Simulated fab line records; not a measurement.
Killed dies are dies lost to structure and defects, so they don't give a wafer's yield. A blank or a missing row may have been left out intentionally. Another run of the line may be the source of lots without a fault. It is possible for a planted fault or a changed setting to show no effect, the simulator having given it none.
Matching of chambers | flow n5-finfet | N5_BEOL_M7_DESCUM_16 on rie-diel-05: 4 sister chambers
The step chemistry O2, time 7.9 s. 4 wafers are shown with their chamber, then 11 later ones without.

== WAFERS WITH THEIR CHAMBER ==
wafer  | chamber | drypump-motor-current-A (A)
L092.4 | 0       | 6.5
L092.5 | 3       | 5.3
L092.6 | 2       | 5.7
L087.1 | 1       | 5.5

== WAFERS WITH NO CHAMBER GIVEN ==
wafer  | drypump-motor-current-A (A)
L087.3 | 5.8
L087.5 | 6.5
L090.1 | 5.3
L090.4 | 6.5
L090.6 | 5.5
L091.1 | 6.5
L091.3 | 5.5
L091.4 | 5.8
L096.4 | 5.7
L096.5 | 6.5
L096.6 | 5.3

== WHICH CHAMBER EACH ONE RAN IN ==
wafer  | from the rows above | in truth
L087.3 | 2                   | 2
L087.5 | 0                   | 0
L090.1 | 3                   | 3
L090.4 | 0                   | 0
L090.6 | 1                   | 1
L091.1 | 0                   | 0
L091.3 | 1                   | 1
L091.4 | 2                   | 2
L096.4 | 2                   | 2
L096.5 | 0                   | 0
L096.6 | 3                   | 3
Correct placement for 11 of the 11. From these rows, 0 cannot be placed. 0 placed wrongly.
How it was worked out, from the rows above alone: a wafer's distance from a chamber is the root of the sum, over the readings, of the square of ((its reading less the chamber's mean) divided by the reading's scatter). The wafer belongs to the nearest chamber; if the next one is less than 2 further off, it can't be placed. Each chamber's mean is taken over the wafers shown for it. The scatter (one wafer shown for each chamber): square how far every hidden wafer sits from the nearest shown wafer, average those squares and take the square root.
